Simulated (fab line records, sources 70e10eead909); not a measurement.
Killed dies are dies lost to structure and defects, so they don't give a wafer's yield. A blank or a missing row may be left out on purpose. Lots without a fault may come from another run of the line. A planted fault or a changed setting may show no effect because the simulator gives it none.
fab line records | flow nand_harc | part 1 of 2: steps 1 to 4 of 6
record lots=23 wafers=69 last_day=25
route steps=1159 shown A_STAIRCASE@532
lots that met no fault: from a run of the same line without faults
start_h: hours from the record's first day to the start of the lot's first wafer shown | wait_h: hours since the lot's step before | " the same as in the row above | L1.1+2: a row that stands for several wafers | - no value, or no start given | * or withheld: withheld | < > ~ a bound
route shown NAME@n: a module of which the file shows steps, and the number in the route of the first | usual: mean/standard deviation of fault-free wafers | same: alike in all rows | chamber/n: place in a boat | sites: the reading at each site | _std_site: their standard deviation | _edge_site: outer sites' mean less inner sites' | radius_mm: how far each site lies from the wafer's centre | mask NAME#n: copy n | behind: the tool/chamber that last shaped the wafer | hold: why the lot was held/for how many hours/how that ended | device: the transistor (n, p or np) that didn't switch | end of line: the same wafers' tests at the end of the route | a step without rows: its recipe alone | killed: dies lost to structure and defects at the first sort, not the wafer's yield | map: a wafer's dies, x killed, . not, _ none there
set.NAME: the setting as run; set.NAME@STEP: as run at that earlier step | model.NAME: the simulator's own value behind a step, which no gauge read
steps of the route over a sample of lots; a table a step, a row a wafer
services: from which hour (start_h, from the record's first day; less than 0 if before it) a tool's chamber was out of use, for how many hours, and why
## steps
# step NHARC_A_STAIRCASE_ETCH_170
# recipe target_depth_a=2000 time_s=66.667 ion_energy_ev=250 c4f6_flow_sccm=25 o2_flow_sccm=20 ar_flow_sccm=500 rf_w=600 bias_w=500 chemistry=C4F6/O2
# usual drypump_motor_current_A=5.8/0.44 oes_product_au=0.965/0.019 rf_vpp_V=546.2/2.6 showerhead_plenum_p_Torr=3.89/0.12 throttle_valve_pct=26.904/0.0091
# columns lot.wafer tool chamber start_h wait_h drypump_motor_current_A oes_product_au rf_hours_counter_h rf_vpp_V showerhead_plenum_p_Torr throttle_valve_pct
L074.3 rie_diel-02 1 - - 6.0 0.973 34 550.3 4.06 26.909
L074.1 " 2 " " 5.9 0.979 33 545.0 3.78 26.908
L074.2 " 0 " " 5.1 0.980 35 548.4 3.95 26.911
L075.4 rie_diel-02 3 - - 6.2 0.974 34 548.8 3.93 26.907
L075.3 " 1 " " 6.0 0.970 34 549.5 4.06 26.908
L075.2 " 2 " " 5.9 0.971 33 543.2 3.78 26.904
L077.3 rie_diel-02 3 - - 6.2 0.980 36 547.5 3.93 26.910
L077.1 " 0 " " 5.1 0.985 37 546.3 3.95 26.925
L077.4 " 2 " " 5.9 0.954 36 543.9 3.78 26.902
L076.2 rie_diel-08 2 - - 5.9 0.958 46 548.9 4.04 26.886
L076.5 " 3 " " 5.3 0.934 - 549.9 4.03 26.901
L076.6 " 0 " " 6.1 0.957 - 541.8 3.73 26.907
L079.4 rie_diel-08 3 - - 5.3 0.962 52 548.5 4.03 26.901
L079.1 " 2 " " 5.9 0.973 47 549.0 4.04 26.910
L079.6 " 3 " " 5.3 0.957 - 549.4 4.03 26.896
L081.2 rie_diel-01 1 - - 5.7 0.994 49 549.6 4.03 26.921
L081.1 " 2 " " 5.9 0.969 48 547.4 3.87 26.919
L081.5 " 3 " " 5.5 0.970 - 542.0 3.72 26.918
L080.1 rie_diel-08 0 - - 6.1 0.932 52 541.5 3.72 26.908
L080.5 " 2 " " 5.9 0.935 - 547.5 4.04 26.898
L080.6 " 3 " " 5.3 0.925 - 548.9 4.03 26.891
L084.4 rie_diel-01 3 - - 5.5 0.931 44 541.4 3.72 26.906
L084.6 " 1 " " 5.7 0.954 - 548.8 4.02 26.886
L084.5 " 2 " " 5.9 0.926 - 545.7 3.87 26.919
L083.1 rie_diel-08 2 - - 5.9 0.977 57 549.5 4.03 26.887
L083.2 " 3 " " 5.3 0.935 62 548.5 4.03 26.904
L083.5 " 1 " " 5.1 0.975 - 545.4 3.82 26.908
L082.2 rie_diel-01 2 - - 5.9 0.951 52 546.2 3.87 26.890
L082.1 " 3 " " 5.5 0.946 44 543.1 3.72 26.893
L082.5 " 1 " " 5.7 0.974 - 548.6 4.02 26.903
L087.1 rie_diel-02 2 - - 5.9 0.954 56 543.8 3.77 26.896
L087.3 " 0 " " 5.1 0.987 56 545.7 3.93 26.896
L087.5 " 2 " " 5.9 0.959 - 543.5 3.77 26.909
L088.1 rie_diel-02 1 - - 6.0 0.975 56 550.0 4.04 26.900
L088.4 " 3 " " 6.1 0.979 54 547.5 3.92 26.892
L088.5 " 0 " " 5.1 0.984 - 546.0 3.93 26.911
L086.2 rie_diel-08 2 - - 5.9 0.975 3 550.5 4.03 26.902
L086.1 " 3 " " 5.3 0.972 3 548.7 4.02 26.900
L086.6 " 0 " " 6.1 0.973 - 543.0 3.72 26.916
L085.4 rie_diel-02 2 - - 5.9 0.974 60 544.7 3.76 26.921
L085.1 " 0 " " 5.1 0.985 60 547.2 3.93 26.890
L085.6 " 2 " " 5.9 0.976 - 544.3 3.76 26.900
L090.4 rie_diel-01 0 - - 6.6 0.965 1 544.9 3.83 26.916
L090.1 " 3 " " 5.5 0.968 1 542.8 3.71 26.911
L090.6 " 1 " " 5.7 0.969 - 548.0 4.02 26.904
L089.3 rie_diel-02 2 - - 5.9 0.959 63 544.0 3.76 26.904
L089.1 " 1 " " 6.0 0.963 63 548.7 4.04 26.924
L089.6 " 3 " " 6.2 0.990 - 545.1 3.92 26.903
L092.1 rie_diel-08 3 - - 5.3 0.995 14 549.0 4.01 26.905
L092.2 " 2 " " 5.9 0.976 15 549.2 4.02 26.896
L092.6 " 3 " " 5.3 0.993 - 549.5 4.01 26.895
L091.2 rie_diel-08 3 - - 5.3 0.985 15 548.1 4.01 26.911
L091.1 " 0 " " 6.1 0.984 5 542.6 3.72 26.900
L091.3 " 2 " " 6.0 0.975 15 549.2 4.02 26.903
L094.2 rie_diel-01 0 - - 6.6 0.937 13 545.6 3.82 26.905
L094.4 " 2 " " 5.9 0.928 13 545.1 3.86 26.910
L094.5 " 3 " " 5.5 0.926 - 543.0 3.70 26.917
L095.3 rie_diel-01 2 - - 5.9 0.948 14 545.5 3.86 26.905
L095.4 " 1 " " 5.7 0.974 14 548.7 4.01 26.914
L095.5 " 3 " " 5.5 0.947 - 541.4 3.70 26.909
L093.1 rie_diel-02 2 - - 5.9 0.970 5 543.5 3.76 26.922
L093.3 " 3 " " 6.2 0.982 6 546.9 3.91 26.898
L093.6 " 1 " " 6.0 0.978 - 548.4 4.04 26.900
L096.2 rie_diel-01 1 - - 5.7 0.995 17 547.3 4.01 26.899
L096.1 " 2 " " 5.9 0.978 17 544.4 3.86 26.919
L096.6 " 3 " " 5.5 0.968 - 541.9 3.70 26.891
L097.4 rie_diel-01 1 - - 5.7 1.002 20 549.0 4.01 26.916
L097.3 " 0 " " 6.6 0.983 21 544.6 3.81 26.892
L097.6 " 1 " " 5.7 1.002 - 547.4 4.01 26.901
# step NHARC_A_STAIRCASE_TRIM_16
# recipe time_s=211.2 o2_flow_sccm=500 ar_flow_sccm=0 bias_w=0 chemistry=O2
# usual drypump_motor_current_A=5.8/0.48 oes_product_au=0.994/0.013 rf_vpp_V=57.8/0.95 showerhead_plenum_p_Torr=3.50/0.11 throttle_valve_pct=17.035/0.0084
# columns lot.wafer tool chamber start_h wait_h drypump_motor_current_A oes_product_au rf_hours_counter_h rf_vpp_V showerhead_plenum_p_Torr throttle_valve_pct
L074.2 rie_diel-01 3 - - 5.5 0.978 34 57.4 3.34 17.033
L074.1 " 0 " " 6.6 0.984 38 57.0 3.45 17.037
L074.3 " 2 " " 5.9 0.977 36 58.3 3.49 17.034
L075.2 rie_diel-08 2 - - 5.9 1.002 41 57.5 3.64 17.051
L075.3 " 1 " " 5.1 0.989 41 59.3 3.45 17.035
L075.4 " 1 " " 5.1 0.997 - 59.3 3.45 17.045
L077.3 rie_diel-08 1 - - 5.1 0.990 45 55.7 3.45 17.027
L077.1 " 2 " " 5.9 1.008 44 57.8 3.64 17.043
L077.4 " 3 " " 5.3 0.977 49 58.5 3.63 17.034
L076.2 rie_diel-01 0 - - 6.6 0.980 43 56.8 3.45 17.044
L076.6 " 0 " " 6.6 0.981 - 58.7 3.45 17.019
L076.5 " 1 " " 5.7 1.005 - 58.1 3.63 17.031
L079.1 rie_diel-08 2 - - 5.9 0.986 49 58.0 3.64 17.023
L079.4 " 0 " " 6.1 0.981 45 56.4 3.35 17.032
L079.6 " 1 " " 5.0 0.991 - 57.0 3.44 17.013
L081.1 rie_diel-08 0 - - 6.1 0.977 52 57.7 3.34 17.027
L081.2 " 1 " " 5.1 0.992 57 58.8 3.44 17.036
L081.5 " 0 " " 6.1 0.983 - 59.1 3.34 17.046
L080.1 rie_diel-02 0 - - 5.1 1.006 49 56.9 3.54 17.043
L080.5 " 2 " " 5.9 0.982 - 56.3 3.39 17.039
L080.6 " 3 " " 6.2 1.012 - 55.2 3.53 17.022
L084.4 rie_diel-01 3 - - 5.5 0.986 44 57.5 3.34 17.031
L084.5 " 0 " " 6.6 0.977 - 56.4 3.44 17.027
L084.6 " 1 " " 5.7 1.006 - 58.0 3.62 17.027
L083.2 rie_diel-08 2 - - 5.9 1.013 58 58.5 3.63 17.035
L083.1 " 1 " " 5.0 0.997 61 57.3 3.44 17.044
L083.5 " 2 " " 5.9 1.013 - 57.3 3.63 17.038
L082.2 rie_diel-01 2 - - 5.9 0.997 53 56.2 3.48 17.041
L082.1 " 3 " " 5.5 0.997 45 58.5 3.34 17.042
L082.5 " 0 " " 6.6 0.977 - 58.0 3.44 17.049
L087.3 rie_diel-01 0 - - 6.6 0.984 61 58.2 3.44 17.049
L087.1 " 3 " " 5.5 0.998 53 58.1 3.33 17.041
L087.5 " 1 " " 5.7 1.004 - 56.9 3.62 17.028
L088.1 rie_diel-08 2 - - 5.9 1.007 1 58.3 3.63 17.027
L088.4 " 3 " " 5.3 0.988 1 58.1 3.62 17.045
L088.5 " 2 " " 5.9 1.011 - 58.4 3.63 17.032
L086.2 rie_diel-08 1 - - 5.1 0.994 5 56.2 3.43 17.040
L086.1 " 2 " " 5.9 1.006 4 59.0 3.63 17.043
L086.6 " 2 " " 5.9 1.006 - 58.3 3.63 17.041
L085.1 rie_diel-02 3 - - 6.2 1.026 59 57.2 3.52 17.043
L085.4 " 0 " " 5.1 1.014 61 56.9 3.54 17.035
L085.6 " 0 " " 5.1 1.010 - 59.8 3.54 17.037
L090.1 rie_diel-08 3 - - 5.3 1.000 13 56.7 3.61 17.036
L090.4 " 3 " " 5.3 1.001 - 59.6 3.61 17.025
L090.6 " 1 " " 5.0 0.997 - 57.4 3.43 17.033
L089.3 rie_diel-08 1 - - 5.1 0.986 14 58.9 3.43 17.031
L089.1 " 2 " " 5.9 0.992 13 58.9 3.62 17.041
L089.6 " 1 " " 5.1 0.983 - 56.5 3.43 17.035
L092.2 rie_diel-01 0 - - 6.6 0.992 7 57.7 3.43 17.045
L092.1 " 1 " " 5.7 1.004 6 59.3 3.61 17.041
L092.6 " 1 " " 5.7 1.021 - 58.3 3.61 17.030
L091.1 rie_diel-01 0 - - 6.6 1.001 8 57.7 3.43 17.021
L091.2 " 1 " " 5.7 1.012 7 58.0 3.61 17.027
L091.3 " 2 " " 5.9 0.996 7 58.7 3.47 17.037
L094.2 rie_diel-01 3 - - 5.5 0.978 15 57.0 3.32 17.036
L094.4 " 1 " " 5.7 1.004 14 57.7 3.61 17.037
L094.5 " 3 " " 5.5 0.981 - 58.6 3.32 17.048
L095.4 rie_diel-01 0 - - 6.6 0.998 15 57.2 3.43 17.033
L095.3 " 1 " " 5.8 1.015 14 58.9 3.61 17.036
L095.5 " 1 " " 5.8 1.013 - 57.7 3.61 17.024
L093.1 rie_diel-08 3 - - 5.3 0.998 28 57.3 3.60 17.026
L093.3 " 0 " " 6.1 1.002 20 56.9 3.33 17.028
L093.6 " 2 " " 5.9 1.018 - 57.7 3.61 17.015
L096.1 rie_diel-02 2 - - 5.9 0.986 9 55.2 3.37 17.044
L096.2 " 0 " " 5.1 0.991 7 58.8 3.53 17.030
L096.6 " 2 " " 5.9 0.986 - 56.2 3.37 17.039
L097.3 rie_diel-08 0 - - 6.1 1.001 25 56.6 3.33 17.028
L097.4 " 1 " " 5.0 1.002 29 57.5 3.42 17.035
L097.6 " 0 " " 6.1 1.013 - 56.4 3.33 17.041
# step NHARC_A_STAIRCASE_TRIM_18
# recipe time_s=211.2 o2_flow_sccm=500 ar_flow_sccm=0 bias_w=0 chemistry=O2
# usual drypump_motor_current_A=5.7/0.48 oes_product_au=0.996/0.011 rf_vpp_V=57.8/0.88 showerhead_plenum_p_Torr=3.50/0.11 throttle_valve_pct=17.036/0.0099
# columns lot.wafer tool chamber start_h wait_h drypump_motor_current_A oes_product_au rf_hours_counter_h rf_vpp_V showerhead_plenum_p_Torr throttle_valve_pct
L074.1 rie_diel-01 1 - - 5.7 1.000 37 58.0 3.63 17.050
L074.3 " 2 " " 5.9 0.982 36 57.5 3.49 17.047
L074.2 " 3 " " 5.5 0.973 34 56.6 3.34 17.031
L075.2 rie_diel-08 3 - - 5.2 0.976 46 57.6 3.63 17.037
L075.3 " 1 " " 5.0 0.990 41 56.9 3.45 17.044
L075.4 " 2 " " 5.9 0.999 - 59.9 3.64 17.037
L077.3 rie_diel-08 2 - - 5.9 1.006 45 58.0 3.64 17.022
L077.1 " 3 " " 5.3 0.982 49 58.8 3.63 17.035
L077.4 " 1 " " 5.0 1.001 45 58.5 3.45 17.026
L076.2 rie_diel-01 1 - - 5.7 1.006 43 59.6 3.63 17.045
L076.5 " 2 " " 5.9 0.996 - 56.8 3.48 17.033
L076.6 " 1 " " 5.7 1.000 - 59.2 3.63 17.028
L079.1 rie_diel-08 0 - - 6.1 0.982 45 58.4 3.35 17.049
L079.4 " 3 " " 5.3 0.974 54 58.5 3.63 17.044
L079.6 " 1 " " 5.0 0.984 - 59.1 3.44 17.049
L081.1 rie_diel-08 2 - - 5.9 1.002 55 58.2 3.63 17.036
L081.2 " 3 " " 5.3 0.972 60 56.9 3.62 17.023
L081.5 " 2 " " 5.9 1.002 - 58.3 3.63 17.032
L080.1 rie_diel-02 3 - - 6.2 1.018 45 58.2 3.53 17.053
L080.6 " 0 " " 5.1 1.012 - 57.7 3.54 17.050
L080.5 " 1 " " 6.0 1.009 - 57.3 3.64 17.033
L084.4 rie_diel-01 0 - - 6.6 0.990 54 56.8 3.44 17.033
L084.6 " 3 " " 5.5 1.000 - 56.2 3.34 17.046
L084.5 " 0 " " 6.6 0.986 - 58.3 3.44 17.026
L083.2 rie_diel-08 2 - - 5.9 1.010 58 58.4 3.63 17.048
L083.1 " 3 " " 5.3 0.978 63 58.7 3.62 17.025
L083.5 " 3 " " 5.3 0.990 - 58.3 3.62 17.041
L082.2 rie_diel-01 3 - - 5.5 0.998 45 57.1 3.34 17.029
L082.1 " 1 " " 5.7 1.009 54 58.8 3.62 17.041
L082.5 " 2 " " 5.9 0.994 - 57.1 3.48 17.040
L087.3 rie_diel-02 2 - - 5.9 0.990 57 56.8 3.38 17.040
L087.1 " 1 " " 6.0 0.998 57 57.4 3.64 17.033
L087.5 " 2 " " 5.9 0.999 - 57.5 3.38 17.027
L088.4 rie_diel-08 0 - - 6.1 0.988 2 57.6 3.34 17.053
L088.1 " 3 " " 5.3 0.999 1 57.8 3.62 17.034
L088.5 " 0 " " 6.1 0.988 - 57.6 3.34 17.011
L085.1 rie_diel-02 0 - - 5.1 1.005 61 58.0 3.54 17.043
L085.4 " 2 " " 5.9 0.999 61 57.9 3.38 17.071
L085.6 " 1 " " 6.0 0.990 - 59.0 3.64 17.048
L086.2 rie_diel-08 2 - - 5.9 0.997 8 59.9 3.62 17.020
L086.1 " 3 " " 5.3 0.987 8 58.0 3.62 17.033
L086.6 " 1 " " 5.0 0.987 - 59.0 3.43 17.057
L090.1 rie_diel-08 3 - - 5.3 1.004 13 56.3 3.61 17.030
L090.4 " 3 " " 5.3 1.011 - 57.9 3.61 17.015
L090.6 " 1 " " 5.0 0.994 - 56.9 3.43 17.036
L089.1 rie_diel-08 2 - - 5.9 0.996 13 57.0 3.62 17.037
L089.3 " 3 " " 5.3 1.015 13 58.7 3.61 17.031
L089.6 " 3 " " 5.3 1.008 - 59.3 3.61 17.030
L092.1 rie_diel-01 1 - - 5.7 1.020 7 57.8 3.61 17.036
L092.2 " 2 " " 5.9 1.000 7 57.4 3.47 17.033
L092.6 " 3 " " 5.5 0.999 - 56.6 3.33 17.041
L091.2 rie_diel-01 0 - - 6.6 1.008 8 57.8 3.43 17.030
L091.3 " 1 " " 5.7 1.010 8 57.6 3.61 17.026
L091.1 " 2 " " 5.9 0.994 7 59.2 3.47 17.027
L094.2 rie_diel-01 0 - - 6.6 1.013 14 56.0 3.43 17.025
L094.4 " 3 " " 5.5 0.988 15 55.7 3.32 17.027
L094.5 " 1 " " 5.8 1.018 - 57.4 3.61 17.041
L095.4 rie_diel-01 2 - - 5.9 0.982 15 58.0 3.47 17.036
L095.3 " 3 " " 5.5 0.982 15 58.4 3.32 17.036
L095.5 " 1 " " 5.7 1.005 - 58.8 3.61 17.043
L093.1 rie_diel-08 0 - - 6.2 1.011 20 56.2 3.33 17.045
L093.3 " 2 " " 5.9 0.998 28 58.0 3.61 17.039
L093.6 " 0 " " 6.1 1.001 - 57.7 3.33 17.030
L096.1 rie_diel-02 0 - - 5.1 0.996 7 57.5 3.53 17.033
L096.2 " 1 " " 6.0 0.995 10 57.8 3.63 17.035
L096.6 " 0 " " 5.1 1.000 - 57.0 3.53 17.050
L097.4 rie_diel-08 2 - - 5.9 1.005 32 57.9 3.61 17.041
L097.3 " 3 " " 5.3 0.988 33 57.2 3.60 17.051
L097.6 " 1 " " 5.1 0.996 - 57.3 3.42 17.024
# step NHARC_A_STAIRCASE_ETCH_19
# recipe target_depth_a=1000 time_s=40.5 ion_energy_ev=400 c4f8_flow_sccm=20 o2_flow_sccm=10 ar_flow_sccm=withheld rf_w=600 bias_w=1000 chemistry=C4F8/O2
# usual oes_product_au=0.934/0.012 rf_vpp_V=895/4
# columns lot.wafer tool chamber start_h wait_h oes_product_au rf_hours_counter_h rf_vpp_V
L074.1 rie_diel-01 0 - - 0.913 38 893
L074.2 " 1 " " 0.948 37 900
L074.3 " 2 " " 0.947 36 893
L075.2 rie_diel-08 3 - - 0.930 46 900
L075.3 " 1 " " 0.945 41 893
L075.4 " 1 " " 0.939 - 892
L077.1 rie_diel-08 1 - - 0.930 45 892
L077.4 " 3 " " 0.913 50 901
L077.3 " 0 " " 0.910 40 890
L076.2 rie_diel-01 0 - - 0.920 44 895
L076.6 " 0 " " 0.917 - 892
L076.5 " 1 " " 0.941 - 900
L079.1 rie_diel-08 1 - - 0.925 51 893
L079.4 " 2 " " 0.932 49 899
L079.6 " 0 " " 0.920 - 888
L081.1 rie_diel-08 0 - - 0.922 52 889
L081.2 " 2 " " 0.950 55 898
L081.5 " 0 " " 0.931 - 891
L080.1 rie_diel-02 3 - - 0.954 46 895
L080.5 " 1 " " 0.941 - 901
L080.6 " 2 " " 0.930 - 892
L084.4 rie_diel-01 0 - - 0.929 54 893
L084.5 " 2 " " 0.947 - 894
L084.6 " 3 " " 0.928 - 888
L083.2 rie_diel-08 0 - - 0.943 56 890
L083.1 " 1 " " 0.958 61 893
L083.5 " 3 " " 0.932 - 901
L082.1 rie_diel-01 2 - - 0.925 53 894
L082.2 " 3 " " 0.932 45 888
L082.5 " 2 " " 0.919 - 894
L087.3 rie_diel-02 1 - - 0.954 57 900
L087.1 " 2 " " 0.942 57 890
L087.5 " 3 " " 0.946 - 896
L088.4 rie_diel-08 3 - - 0.939 2 899
L088.1 " 0 " " 0.927 2 889
L088.5 " 1 " " 0.923 - 892
L085.1 rie_diel-02 3 - - 0.952 59 896
L085.4 " 0 " " 0.934 61 896
L085.6 " 3 " " 0.941 - 896
L086.1 rie_diel-08 1 - - 0.919 9 893
L086.2 " 2 " " 0.929 8 901
L086.6 " 2 " " 0.934 - 899
L090.1 rie_diel-08 3 - - 0.938 13 899
L090.6 " 2 " " 0.909 - 899
L090.4 " 1 " " 0.906 - 893
L089.1 rie_diel-08 2 - - 0.931 13 898
L089.3 " 3 " " 0.929 13 899
L089.6 " 1 " " 0.920 - 894
L092.2 rie_diel-01 3 - - 0.919 8 889
L092.1 " 2 " " 0.921 7 894
L092.6 " 3 " " 0.924 - 887
L091.1 rie_diel-01 2 - - 0.929 8 893
L091.3 " 3 " " 0.928 8 889
L091.2 " 0 " " 0.933 8 892
L094.2 rie_diel-01 1 - - 0.943 14 898
L094.4 " 2 " " 0.917 14 895
L094.5 " 0 " " 0.937 - 892
L095.4 rie_diel-01 1 - - 0.949 14 898
L095.3 " 3 " " 0.914 15 887
L095.5 " 2 " " 0.916 - 893
L093.3 rie_diel-08 2 - - 0.943 28 900
L093.1 " 3 " " 0.934 29 896
L093.6 " 1 " " 0.941 - 891
L096.2 rie_diel-02 3 - - 0.949 10 896
L096.1 " 2 " " 0.931 9 890
L096.6 " 0 " " 0.927 - 896
L097.3 rie_diel-08 0 - - 0.961 25 888
L097.4 " 1 " " 0.954 29 891
L097.6 " 1 " " 0.945 - 892
